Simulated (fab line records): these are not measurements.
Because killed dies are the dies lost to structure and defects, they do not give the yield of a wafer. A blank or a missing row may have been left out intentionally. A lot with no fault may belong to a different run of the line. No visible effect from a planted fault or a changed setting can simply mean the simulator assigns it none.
Chamber matching ; flow nandHarc ; 4 sister chambers for NHARC_P_CONTACT_CMP_24 on cmp-04
The step polishes, t overpolish 30 s, target thk 200 nm. 8 wafers are shown with their chamber, then 7 later ones without.

== WAFERS PAIRED WITH THEIR CHAMBERS ==
wafer;chamber;motorCurrentA (A);timeToEndpointS (s)
L829.5;3;10.9;33.8
L840.3;1;11.4;42.0
L840.5;1;11.6;41.0
L844.2;2;12.1;41.9
L844.3;0;12.0;40.9
L844.6;0;11.9;39.8
L845.1;2;12.1;43.5
L845.2;3;11.2;41.8

== WAFERS WITH NO CHAMBER GIVEN ==
wafer;motorCurrentA (A);timeToEndpointS (s)
L845.4;11.8;42.5
L846.1;12.1;36.0
L846.3;11.6;41.0
L846.6;10.8;38.7
L848.2;10.6;38.0
L848.4;11.4;40.2
L848.5;12.1;39.2

== THE CHAMBER EACH PASSED THROUGH ==
wafer;from the rows above;in truth
L845.4;can't be placed: 0 or 2 or 1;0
L846.1;can't be placed: 0 or 2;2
L846.3;can't be placed: 1 or 0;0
L846.6;3;3
L848.2;3;3
L848.4;can't be placed: 1 or 3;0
L848.5;can't be placed: 2 or 0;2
2 of 7 placed correctly. Unplaceable from these rows: 5, with the true chamber sitting among the candidates in 4. Wrongly placed: 0.
How it was worked out, from the rows above alone: a wafer's distance from a chamber is the root of the sum, over the readings, of the square of ((its reading less the chamber's mean) divided by the reading's scatter). If the next closest chamber is less than 2 further off than the closest, the wafer can't be placed; otherwise it belongs to the closest. For every chamber, the mean is computed from those of its wafers that are shown. The scatter is the square root of a quotient: the sum, over the shown wafers, of each reading's squared deviation from its chamber's mean, divided by wafers minus chambers.
